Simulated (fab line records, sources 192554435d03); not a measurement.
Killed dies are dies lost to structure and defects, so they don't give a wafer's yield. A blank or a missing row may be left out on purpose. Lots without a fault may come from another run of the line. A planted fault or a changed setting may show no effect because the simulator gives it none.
Chamber matching | flow n5_finfet | N5_BEOL_M5_STRIP_64 on rie_diel-04: 4 sister chambers
The step strips in CF4. 4 wafers are shown with their chamber, then 10 later ones without.

WAFERS WITH THEIR CHAMBER
wafer  | chamber | showerhead_plenum_p_Torr (Torr)
L083.5 | 1       | 1.75
L085.3 | 2       | 1.70
L086.2 | 0       | 1.73
L086.3 | 3       | 1.90

WAFERS WITHOUT THEIR CHAMBER
wafer  | showerhead_plenum_p_Torr (Torr)
L086.6 | 1.73
L090.1 | 1.75
L090.4 | 1.90
L090.5 | 1.73
L096.3 | 1.89
L096.4 | 1.75
L096.5 | 1.89
L095.3 | 1.73
L095.5 | 1.75
L095.6 | 1.89

WHICH CHAMBER EACH WENT THROUGH
wafer  | from the rows above | in truth
L086.6 | 0                   | 0
L090.1 | 1                   | 1
L090.4 | 3                   | 3
L090.5 | 0                   | 0
L096.3 | 3                   | 3
L096.4 | 1                   | 1
L096.5 | 3                   | 3
L095.3 | 0                   | 0
L095.5 | 1                   | 1
L095.6 | 3                   | 3
Placed correctly: 10 of 10. Can't be placed from these rows: 0. Placed wrongly: 0.
How it was worked out, from the rows above alone: a wafer's distance from a chamber is the root of the sum, over the readings, of the square of ((its reading less the chamber's mean) divided by the reading's scatter). The wafer belongs to the nearest chamber; if the next one is less than 2 further off, it can't be placed. A chamber's mean is the mean of its shown wafers. The scatter: with one shown wafer a chamber, the root of the mean of the squares of how far each hidden wafer lies from its nearest shown one.
